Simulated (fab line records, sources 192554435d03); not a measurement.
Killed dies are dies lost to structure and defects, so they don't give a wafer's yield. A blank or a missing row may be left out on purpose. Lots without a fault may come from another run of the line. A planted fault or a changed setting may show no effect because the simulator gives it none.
Chamber matching | flow n5_finfet | N5_BEOL_M6_ALD_77 on ald_metal-02: 4 sister chambers
The step deposits TaN, target thk 2 nm, pulse time 2 s, purge time 3 s. 14 wafers are shown with their chamber, then 7 later ones without.

WAFERS WITH THEIR CHAMBER
wafer  | chamber | heater_power_w (W)
L077.1 | 3       | 500
L077.4 | 0       | 463
L077.6 | 0       | 474
L080.1 | 2       | 461
L080.2 | 3       | 483
L080.6 | 0       | 457
L081.3 | 2       | 454
L081.5 | 0       | 472
L081.6 | 3       | 502
L082.1 | 2       | 474
L082.3 | 1       | 397
L082.6 | 2       | 470
L087.1 | 1       | 393
L087.3 | 0       | 459

SIGNATURES (means of the wafers above)
reading        | chamber 0 | chamber 1 | chamber 2 | chamber 3 | scatter within a chamber
heater_power_w | 465.00    | 395.00    | 464.75    | 495.00    | 8.38
Rule: a wafer's distance from a chamber is the root of the sum, over the readings, of the square of ((its reading less the chamber's mean) divided by the reading's scatter). The wafer belongs to the nearest chamber; if the next one is less than 2 further off, it can't be placed. The scatter: the root of (the sum of the squares of (reading less its chamber's mean) over the shown wafers, divided by (wafers less chambers)).

WAFERS WITHOUT THEIR CHAMBER
wafer  | heater_power_w (W)
L087.4 | 468
L089.1 | 472
L089.2 | 499
L089.6 | 453
L091.2 | 463
L091.4 | 403
L091.5 | 471

WHICH CHAMBER EACH WENT THROUGH
wafer  | from the rows above          | in truth
L087.4 | can't be placed: 0 or 2      | 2
L089.1 | can't be placed: 0 or 2 or 3 | 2
L089.2 | 3                            | 3
L089.6 | can't be placed: 2 or 0      | 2
L091.2 | can't be placed: 2 or 0      | 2
L091.4 | 1                            | 1
L091.5 | can't be placed: 0 or 2      | 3
Placed correctly: 2 of 7. Can't be placed from these rows: 5 (the true chamber is among the candidates in 4). Placed wrongly: 0.
